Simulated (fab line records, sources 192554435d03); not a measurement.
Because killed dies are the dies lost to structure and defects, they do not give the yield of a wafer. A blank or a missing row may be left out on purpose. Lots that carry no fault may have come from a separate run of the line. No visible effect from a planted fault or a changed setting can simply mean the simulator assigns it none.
Matching of chambers || flow n5Finfet || N5_BEOL_M0_STRIP_140 on rieDiel-03: 4 sister chambers
The step strips in CF4. 4 wafers are shown with their chamber, then 11 later ones without.

== WAFERS WITH THEIR CHAMBER ==
{"wafer": "L084.5", "chamber": 3, "throttleValvePct (%)": 13.43}
{"wafer": "L085.4", "chamber": 0, "throttleValvePct (%)": 13.75}
{"wafer": "L085.5", "chamber": 2, "throttleValvePct (%)": 13.64}
{"wafer": "L086.1", "chamber": 1, "throttleValvePct (%)": 14.15}

== WAFERS WITHOUT THEIR CHAMBER ==
{"wafer": "L086.2", "throttleValvePct (%)": 13.75}
{"wafer": "L086.6", "throttleValvePct (%)": 14.13}
{"wafer": "L088.1", "throttleValvePct (%)": 13.75}
{"wafer": "L088.4", "throttleValvePct (%)": 13.44}
{"wafer": "L088.5", "throttleValvePct (%)": 13.67}
{"wafer": "L091.2", "throttleValvePct (%)": 14.15}
{"wafer": "L091.4", "throttleValvePct (%)": 13.49}
{"wafer": "L091.5", "throttleValvePct (%)": 14.16}
{"wafer": "L097.3", "throttleValvePct (%)": 13.73}
{"wafer": "L097.4", "throttleValvePct (%)": 13.72}
{"wafer": "L097.5", "throttleValvePct (%)": 13.47}

== CHAMBER TAKEN BY EACH ==
{"wafer": "L086.2", "from the rows above": 0, "in truth": 0}
{"wafer": "L086.6", "from the rows above": 1, "in truth": 1}
{"wafer": "L088.1", "from the rows above": 0, "in truth": 0}
{"wafer": "L088.4", "from the rows above": 3, "in truth": 3}
{"wafer": "L088.5", "from the rows above": "can't be placed: 2 or 0", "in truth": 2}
{"wafer": "L091.2", "from the rows above": 1, "in truth": 1}
{"wafer": "L091.4", "from the rows above": 3, "in truth": 3}
{"wafer": "L091.5", "from the rows above": 1, "in truth": 1}
{"wafer": "L097.3", "from the rows above": 0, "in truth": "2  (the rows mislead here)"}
{"wafer": "L097.4", "from the rows above": "can't be placed: 0 or 2", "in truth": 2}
{"wafer": "L097.5", "from the rows above": 3, "in truth": 3}
Correctly placed: 8 of 11. Cannot be placed on the basis of these rows: 2; the candidates contain the true chamber in 2. Wrongly placed: 1.
How it was worked out, from the rows above alone: a wafer's distance from a chamber is the root of the sum, over the readings, of the square of ((its reading less the chamber's mean) divided by the reading's scatter). If the next closest chamber is less than 2 further off than the closest, the wafer can't be placed; otherwise it belongs to the closest. For every chamber, the mean is computed from those of its wafers that are shown. The scatter: root of mean squared gap, hidden wafer to nearest shown wafer, with one shown wafer a chamber.
